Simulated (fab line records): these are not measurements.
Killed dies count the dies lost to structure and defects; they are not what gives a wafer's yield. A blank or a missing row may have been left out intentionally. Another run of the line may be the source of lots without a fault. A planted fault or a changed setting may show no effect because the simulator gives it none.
fab line records	flow n5-finfet
[record] lots = 7	wafers = 39
route steps=1938 shown BEOL_M6@1194 BEOL_M8@1332 BEOL_M13@1706
start-h: start of the lot's first displayed wafer, in hours after the record's first day	wait-h: hours from the lot's prior step to this one	" identical to the entry in the row above	L1.1+2: a single row standing in for several wafers	- value missing, or start not given	* or withheld: withheld	< > ~ a bound
route shown NAME@n: NAME is a module with steps in the file, n the number in the route of the first one	usual: average and standard deviation across the fault-free wafers	same: alike in all rows	chamber/n: place in a boat	sites: readings site by site	_std_site: their standard deviation	_edge_site: mean of outer sites minus mean of inner sites	radius-mm: for every site, how far away it sits from the centre of the wafer	mask NAME#n: copy n	behind: the tool/chamber that last shaped the wafer	hold: cause of the lot's hold/its duration in hours/its outcome	device: whichever transistor did not switch (one of n, p or np)	end of line: tests run on the same wafers once the route is complete	for a step that has no rows: nothing shown but its recipe	killed: dies lost to structure and defects at the first sort, not the wafer's yield	map: a wafer's dies, marking killed ones x, the rest . and places with no die _
set.NAME: the run value of the setting; set.NAME@STEP: its run value at that earlier step	model.NAME: the simulator's own value behind a step, which no gauge read
lots with deliberately changed settings; one table per step, one row per wafer
[[steps]]
[step N5_BEOL_M6_ILD_DEP_00]
[recipe] material = SiCOH_lowk	target-thk-a = 1797.5	temp-c = 300	precursor = DEMS/porogen	pressure-torr = 5	rf-w = 500	time-s = 33.4
lot.wafer	tool	chamber	start-h	wait-h	set.time-s	model.SiCOH_lowk_of_BEOL_M6_ILD_DEP_00.thk-nm
L075.2	pecvd-01	2	192.56	0.0	33.4	177
L075.4	"	2	"	"	33.4	180.2
L075.5	"	1	"	"	33.4	181.4
L077.1	pecvd-02	0	195.04	0.0	33.4	181.2
L077.2	"	2	"	"	33.4	179.4
L077.3	"	2	"	"	33.4	186.2
L077.4	"	0	"	"	33.4	179.6
L077.5	"	2	"	"	33.4	185.4
L077.6	"	0	"	"	33.4	180
L083.1	pecvd-03	0	235.84	0.0	51.5	269.8
L083.2	"	1	"	"	33.4	176.2
L083.3	"	2	"	"	51.5	271.2
L083.4	"	1	"	"	33.4	180.8
L083.5	"	0	"	"	51.5	276
L083.6	"	2	"	"	33.4	178.4
L085.1	pecvd-02	1	240.32	0.0	33.4	177.8
L085.2	"	2	"	"	38.84	208
L085.3	"	0	"	"	33.4	176.2
L085.4	"	1	"	"	33.4	183
L085.5	"	0	"	"	38.84	207.4
L085.6	"	2	"	"	38.84	210
L086.1	pecvd-02	2	243.80	0.0	33.4	180.4
L086.2	"	1	"	"	33.4	178
L086.3	"	0	"	"	33.4	177.2
L086.4	"	1	"	"	33.4	182.2
L086.5	"	0	"	"	33.4	180.8
L086.6	"	2	"	"	33.4	181
L089.1	pecvd-01	1	271.63	0.0	33.4	178
L089.2	"	2	"	"	33.4	177.8
L089.3	"	1	"	"	33.4	180.8
L089.4	"	2	"	"	33.4	178.8
L089.5	"	2	"	"	33.4	183
L089.6	"	1	"	"	33.4	180
L095.1	pecvd-02	0	308.55	0.0	28.07	149.2
L095.2	"	2	"	"	28.07	150
L095.3	"	1	"	"	33.4	176.4
L095.4	"	2	"	"	33.4	181
L095.5	"	0	"	"	28.07	149.8
L095.6	"	1	"	"	33.4	180.6
[step N5_BEOL_M6_CURE_74]
[recipe] temp-c = 385	time-s = 240	ambient = He/Ar	material = SiCOH_lowk
lot.wafer	tool	chamber	start-h	wait-h	set.time-s@BEOL_M6_ILD_DEP_00	model.SiCOH_lowk_of_BEOL_M6_ILD_DEP_00.thk-nm
L075.2	uv-cure-02	0	192.71	0.1	33.4	152.6
L075.4	"	0	"	"	33.4	155.4
L075.5	"	0	"	"	33.4	156.4
L077.1	uv-cure-02	2	195.12	0.1	33.4	156.2
L077.2	"	2	"	"	33.4	154.6
L077.3	"	2	"	"	33.4	160.6
L077.4	"	2	"	"	33.4	154.8
L077.5	"	2	"	"	33.4	159.8
L077.6	"	2	"	"	33.4	155.2
L083.1	uv-cure-03	0	236.16	0.3	51.5	233.8
L083.2	"	0	"	"	33.4	151.8
L083.3	"	0	"	"	51.5	235
L083.4	"	0	"	"	33.4	155.8
L083.5	"	0	"	"	51.5	239.4
L083.6	"	0	"	"	33.4	153.8
L085.1	uv-cure-03	1	240.39	0.0	33.4	153.4
L085.2	"	1	"	"	38.84	179.6
L085.3	"	1	"	"	33.4	152
L085.4	"	1	"	"	33.4	157.8
L085.5	"	1	"	"	38.84	179
L085.6	"	1	"	"	38.84	181.4
L086.1	uv-cure-03	1	243.86	0.0	33.4	155.6
L086.2	"	1	"	"	33.4	153.6
L086.3	"	1	"	"	33.4	152.8
L086.4	"	1	"	"	33.4	157
L086.5	"	1	"	"	33.4	155.8
L086.6	"	1	"	"	33.4	156
L089.1	uv-cure-03	1	271.73	0.1	33.4	153.6
L089.2	"	1	"	"	33.4	153.4
L089.3	"	1	"	"	33.4	156
L089.4	"	1	"	"	33.4	154.2
L089.5	"	1	"	"	33.4	157.8
L089.6	"	1	"	"	33.4	155.2
L095.1	uv-cure-02	2	308.62	0.0	28.07	128.4
L095.2	"	2	"	"	28.07	129.2
L095.3	"	2	"	"	33.4	152
L095.4	"	2	"	"	33.4	156.2
L095.5	"	2	"	"	28.07	129
L095.6	"	2	"	"	33.4	155.8
[step N5_BEOL_M6_THK_MEAS_01]
[recipe] reads = SiCOH_lowk_of_BEOL_M6_ILD_DEP_00
[usual] M6_ILD_THK = 155.1/2.1
lot.wafer	tool	chamber	start-h	wait-h	set.time-s@BEOL_M6_ILD_DEP_00	M6_ILD_THK[nm]
L075.2	film-metro-01	-	193.14	0.4	33.4	152.7
L075.4	"	-	"	"	33.4	155.4
L075.5	"	-	"	"	33.4	156.4
L077.1	film-metro-02	-	195.63	0.4	33.4	156.2
L077.2	"	-	"	"	33.4	154.7
L077.3	"	-	"	"	33.4	160.6
L077.4	"	-	"	"	33.4	154.8
L077.5	"	-	"	"	33.4	159.8
L077.6	"	-	"	"	33.4	155.2
L083.1	film-metro-01	-	236.67	0.4	51.5	233.6
L083.2	"	-	"	"	33.4	152.0
L083.3	"	-	"	"	51.5	235.1
L083.4	"	-	"	"	33.4	155.9
L083.5	"	-	"	"	51.5	239.4
L083.6	"	-	"	"	33.4	153.8
L085.1	film-metro-02	-	240.90	0.4	33.4	153.4
L085.2	"	-	"	"	38.84	179.6
L085.3	"	-	"	"	33.4	151.9
L085.4	"	-	"	"	33.4	157.8
L085.5	"	-	"	"	38.84	179.0
L085.6	"	-	"	"	38.84	181.3
L086.1	film-metro-01	-	244.37	0.4	33.4	155.8
L086.2	"	-	"	"	33.4	153.7
L086.3	"	-	"	"	33.4	152.7
L086.4	"	-	"	"	33.4	157.2
L086.5	"	-	"	"	33.4	155.9
L086.6	"	-	"	"	33.4	156.0
L089.1	film-metro-02	-	272.24	0.4	33.4	153.4
L089.2	"	-	"	"	33.4	153.4
L089.3	"	-	"	"	33.4	155.8
L089.4	"	-	"	"	33.4	154.2
L089.5	"	-	"	"	33.4	157.9
L089.6	"	-	"	"	33.4	155.2
L095.1	film-metro-02	-	310.57	1.6	28.07	128.3
L095.2	"	-	"	"	28.07	129.3
L095.3	"	-	"	"	33.4	152.0
L095.4	"	-	"	"	33.4	156.2
L095.5	"	-	"	"	28.07	129.0
L095.6	"	-	"	"	33.4	155.9
[step N5_BEOL_M8_ILD_DEP_00]
[recipe] material = SiCOH_lowk	target-thk-a = 1797.5	temp-c = 300	precursor = DEMS/porogen	pressure-torr = 5	rf-w = 500	time-s = 33.4
lot.wafer	tool	chamber	start-h	wait-h	set.target-thk-a	model.SiCOH_lowk_of_BEOL_M8_ILD_DEP_00.thk-nm
L075.2	pecvd-01	2	206.02	0.0	1797.5	176
L075.4	"	2	"	"	1797.5	179.8
L075.5	"	0	"	"	1797.5	180.8
L077.1	pecvd-03	0	211.35	0.0	1797.5	178.8
L077.2	"	1	"	"	1797.5	180.4
L077.3	"	2	"	"	1797.5	178.2
L077.4	"	2	"	"	1797.5	180.2
L077.5	"	0	"	"	1797.5	182.4
L077.6	"	1	"	"	1797.5	181.4
L083.1	pecvd-03	0	251.84	0.0	1797.5	179.6
L083.2+5	"	1,0	"	"	1251	125
L083.3	"	2	"	"	1251	124.4
L083.4	"	1	"	"	1797.5	180
L083.6	"	2	"	"	1797.5	179
L085.1	pecvd-04	2	255.38	0.0	743	73.8
L085.2	"	1	"	"	1797.5	179
L085.3	"	0	"	"	743	75.2
L085.4	"	2	"	"	1797.5	181.6
L085.5	"	0	"	"	1797.5	183.2
L085.6	"	1	"	"	743	76.8
L086.1+3	pecvd-04	2,0	263.49	0.0	1797.5	180.6
L086.2	"	1	"	"	1797.5	178.2
L086.4	"	0	"	"	1269	130.6
L086.5	"	2	"	"	1269	128
L086.6	"	1	"	"	1269	127.8
L089.1	pecvd-04	1	291.23	0.0	1367	138
L089.2	"	2	"	"	1367	134.2
L089.3	"	0	"	"	1797.5	180.2
L089.4	"	1	"	"	1797.5	182.8
L089.5	"	0	"	"	1367	137
L089.6	"	2	"	"	1797.5	179.8
L095.1	pecvd-01	2	325.93	0.0	1797.5	178.6
L095.2	"	1	"	"	2823	278.8
L095.3	"	1	"	"	2823	284.6
L095.4	"	2	"	"	1797.5	180.4
L095.5	"	2	"	"	2823	284.2
L095.6	"	1	"	"	1797.5	181
[step N5_BEOL_M8_CURE_74]
[recipe] temp-c = 385	time-s = 240	ambient = He/Ar	material = SiCOH_lowk
lot.wafer	tool	chamber	start-h	wait-h	set.target-thk-a@BEOL_M8_ILD_DEP_00	model.SiCOH_lowk_of_BEOL_M8_ILD_DEP_00.thk-nm
L075.2	uv-cure-03	0	206.16	0.1	1797.5	151.8
L075.4	"	0	"	"	1797.5	155
L075.5	"	0	"	"	1797.5	155.8
L077.1	uv-cure-01	0	211.42	0.0	1797.5	154.2
L077.2+4	"	0	"	"	1797.5	155.4
L077.3	"	0	"	"	1797.5	153.6
L077.5	"	0	"	"	1797.5	157.2
L077.6	"	0	"	"	1797.5	156.6
L083.1	uv-cure-01	0	251.90	0.0	1797.5	154.8
L083.2+5	"	0	"	"	1251	107.4
L083.3	"	0	"	"	1251	107
L083.4	"	0	"	"	1797.5	155.2
L083.6	"	0	"	"	1797.5	154.4
L085.1	uv-cure-01	0	255.44	0.0	743	63.2
L085.2	"	0	"	"	1797.5	154.4
L085.3	"	0	"	"	743	64.4
L085.4	"	0	"	"	1797.5	156.6
L085.5	"	0	"	"	1797.5	158
L085.6	"	0	"	"	743	66
L086.1	uv-cure-02	0	263.56	0.0	1797.5	155.8
L086.2	"	0	"	"	1797.5	153.6
L086.3	"	0	"	"	1797.5	155.6
L086.4	"	0	"	"	1269	112.4
L086.5	"	0	"	"	1269	110
L086.6	"	0	"	"	1269	109.8
L089.1	uv-cure-01	2	291.30	0.0	1367	118.8
L089.2	"	2	"	"	1367	115.4
L089.3	"	2	"	"	1797.5	155.4
L089.4	"	2	"	"	1797.5	157.6
L089.5	"	2	"	"	1367	118
L089.6	"	2	"	"	1797.5	155
L095.1	uv-cure-02	1	326.01	0.1	1797.5	154
L095.2	"	1	"	"	2823	241.8
L095.3	"	1	"	"	2823	246.8
L095.4	"	1	"	"	1797.5	155.6
L095.5	"	1	"	"	2823	246.6
L095.6	"	1	"	"	1797.5	156
[step N5_BEOL_M8_THK_MEAS_01]
[recipe] reads = SiCOH_lowk_of_BEOL_M8_ILD_DEP_00
[usual] M8_ILD_THK = 154.3/2.3
lot.wafer	tool	chamber	start-h	wait-h	set.target-thk-a@BEOL_M8_ILD_DEP_00	M8_ILD_THK[nm]
L075.2	film-metro-02	-	206.60	0.4	1797.5	151.7
L075.4	"	-	"	"	1797.5	155.0
L075.5	"	-	"	"	1797.5	155.7
L077.1	film-metro-01	-	211.93	0.4	1797.5	154.1
L077.2	"	-	"	"	1797.5	155.5
L077.3	"	-	"	"	1797.5	153.6
L077.4	"	-	"	"	1797.5	155.5
L077.5	"	-	"	"	1797.5	157.1
L077.6	"	-	"	"	1797.5	156.5
L083.1	film-metro-01	-	252.41	0.4	1797.5	154.9
L083.2	"	-	"	"	1251	107.5
L083.3	"	-	"	"	1251	107.1
L083.4	"	-	"	"	1797.5	155.4
L083.5	"	-	"	"	1251	107.4
L083.6	"	-	"	"	1797.5	154.4
L085.1	film-metro-01	-	255.96	0.4	743	63.2
L085.2	"	-	"	"	1797.5	154.4
L085.3	"	-	"	"	743	64.5
L085.4	"	-	"	"	1797.5	156.6
L085.5	"	-	"	"	1797.5	158.0
L085.6	"	-	"	"	743	65.9
L086.1	film-metro-01	-	264.07	0.4	1797.5	155.8
L086.2	"	-	"	"	1797.5	153.6
L086.3	"	-	"	"	1797.5	155.6
L086.4	"	-	"	"	1269	112.4
L086.5	"	-	"	"	1269	110.1
L086.6	"	-	"	"	1269	109.9
L089.1	film-metro-02	-	291.81	0.4	1367	118.7
L089.2	"	-	"	"	1367	115.5
L089.3	"	-	"	"	1797.5	155.3
L089.4	"	-	"	"	1797.5	157.5
L089.5	"	-	"	"	1367	117.9
L089.6	"	-	"	"	1797.5	155.0
L095.1	film-metro-02	-	327.01	0.8	1797.5	153.8
L095.2	"	-	"	"	2823	241.9
L095.3	"	-	"	"	2823	247.0
L095.4	"	-	"	"	1797.5	155.6
L095.5	"	-	"	"	2823	246.6
L095.6	"	-	"	"	1797.5	156.1
[step N5_BEOL_M13_SPUTTER_44]
[recipe] material = Ta	target-thk-a = 100	temp-c = 50	bias-v = 80	power-w = 15000	chamber-pressure-pa = 0.07	time-s = 16.13
lot.wafer	tool	chamber	start-h	wait-h	set.target-thk-a	model.Ta_of_BEOL_M13_SPUTTER_44.thk-nm
L075.2+5	pvd-sputter-01	-	244.43	0.0	100	10
L075.4	"	-	"	"	100	10.2
L077.1+3+6	pvd-sputter-02	-	253.02	0.0	100	10
L077.2+5	"	-	"	"	100	9.8
L077.4	"	-	"	"	100	10.2
L083.1+3+4+6	pvd-sputter-01	-	301.30	0.0	100	10
L083.2	"	-	"	"	100	9.6
L083.5	"	-	"	"	100	9.8
L085.1+4	pvd-sputter-02	-	305.50	0.0	100	10
L085.2	"	-	"	"	149.9	15.4
L085.3+5	"	-	"	"	149.9	15.2
L085.6	"	-	"	"	100	10.2
L086.1+2	pvd-sputter-03	-	305.80	0.0	43.65	4.4
L086.3+4	"	-	"	"	100	10.2
L086.5	"	-	"	"	43.65	4.6
L086.6	"	-	"	"	100	10
L089.1+6	pvd-sputter-02	-	338.72	0.0	100	9.6
L089.2	"	-	"	"	100	9.8
L089.3	"	-	"	"	56.33	5.6
L089.4+5	"	-	"	"	56.33	5.2
L095.1	pvd-sputter-01	-	369.28	0.0	100	9.8
L095.2+3+4+5	"	-	"	"	100	10
L095.6	"	-	"	"	100	10.2
[step N5_BEOL_M13_SPUTTER_45]
[recipe] material = Cu	target-thk-a = 800	temp-c = -20	bias-v = 60	power-w = 26000	chamber-pressure-pa = 0.13	time-s = 13.33
[step N5_BEOL_M13_ECD_47]
[recipe] material = Cu	target-thk-a = 9360
[step N5_BEOL_M13_ANNEAL_48]
[recipe] temp-c = 225	time-s = 90	ambient = N2
[step N5_BEOL_M13_CMP_49]
[recipe] stop-on = SiOC	t-overpolish-s = 17.1	down-force-psi = 1	platen-rpm = 50	clearing-platen-down-force-psi = 1.5	clearing-platen-rpm = 50	post-cmp-clean = cu-alkaline	target-thk-nm = 420	clearing-platen-pad-velocity-m-s = 0.99484	pad-velocity-m-s = 0.99484
[usual] barrier-field-endpoint-s = 30.4/0.82
lot.wafer	tool	chamber	start-h	wait-h	set.target-thk-a@BEOL_M13_SPUTTER_44	barrier-field-endpoint-s
L075.2	cmp-01	1	245.57	0.2	100	31.4
L075.4	"	2	"	"	100	31.4
L075.5	"	2	"	"	100	31.3
L077.3	cmp-04	0	253.68	0.2	100	30.6
L077.1	"	1	"	"	100	29.0
L077.4	"	2	"	"	100	30.3
L077.2	"	3	"	"	100	29.4
L077.6	"	0	"	"	100	29.3
L077.5	"	1	"	"	100	29.7
L083.3	cmp-02	2	301.97	0.2	100	30.3
L083.4	"	3	"	"	100	30.8
L083.1	"	0	"	"	100	30.1
L083.2	"	1	"	"	100	28.8
L083.5	"	2	"	"	100	30.4
L083.6	"	3	"	"	100	30.0
L085.2	cmp-04	1	306.16	0.2	149.9	36.0
L085.3	"	2	"	"	149.9	36.0
L085.1	"	3	"	"	100	30.0
L085.4	"	0	"	"	100	30.4
L085.5	"	1	"	"	149.9	37.0
L085.6	"	2	"	"	100	30.5
L086.1	cmp-01	3	306.46	0.3	43.65	24.1
L086.2	"	0	"	"	43.65	23.2
L086.3	"	1	"	"	100	30.1
L086.4	"	2	"	"	100	31.1
L086.6	"	3	"	"	100	30.5
L086.5	"	0	"	"	43.65	24.1
L089.4	cmp-01	0	339.39	0.1	56.33	25.2
L089.2	"	1	"	"	100	31.6
L089.3	"	2	"	"	56.33	26.0
L089.1	"	3	"	"	100	30.8
L089.5	"	0	"	"	56.33	25.0
L089.6	"	1	"	"	100	31.0
L095.4	cmp-01	1	370.05	0.1	100	31.6
L095.3	"	2	"	"	100	31.3
L095.1	"	3	"	"	100	31.5
L095.2	"	0	"	"	100	31.0
L095.5	"	1	"	"	100	30.7
L095.6	"	2	"	"	100	31.1
[[key]]
[split] step = N5_BEOL_M6_ILD_DEP_00	setting = time-s	stated = 33.4	by = wafer
[response] step = N5_BEOL_M6_ILD_DEP_00	reading = model.SiCOH_lowk_of_BEOL_M6_ILD_DEP_00.thk-nm	change = +1.75	per = 1%	r = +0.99
[response] step = N5_BEOL_M6_CURE_74	reading = model.SiCOH_lowk_of_BEOL_M6_ILD_DEP_00.thk-nm	change = +1.53	per = 1%	r = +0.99
[response] step = N5_BEOL_M6_THK_MEAS_01	reading = M6_ILD_THK	change = +1.53	per = 1%	r = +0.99
[split] step = N5_BEOL_M8_ILD_DEP_00	setting = target-thk-a	stated = 1797.5	by = wafer
[response] step = N5_BEOL_M8_ILD_DEP_00	reading = model.SiCOH_lowk_of_BEOL_M8_ILD_DEP_00.thk-nm	change = +1.8	per = 1%	r = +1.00
[response] step = N5_BEOL_M8_CURE_74	reading = model.SiCOH_lowk_of_BEOL_M8_ILD_DEP_00.thk-nm	change = +1.57	per = 1%	r = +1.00
[response] step = N5_BEOL_M8_THK_MEAS_01	reading = M8_ILD_THK	change = +1.57	per = 1%	r = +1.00
[split] step = N5_BEOL_M13_SPUTTER_44	setting = target-thk-a	stated = 100	by = wafer
[response] step = N5_BEOL_M13_SPUTTER_44	reading = model.Ta_of_BEOL_M13_SPUTTER_44.thk-nm	change = +0.101	per = 1%	r = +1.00
[response] step = N5_BEOL_M13_CMP_49	reading = barrier-field-endpoint-s	change = +0.123	per = 1%	r = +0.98
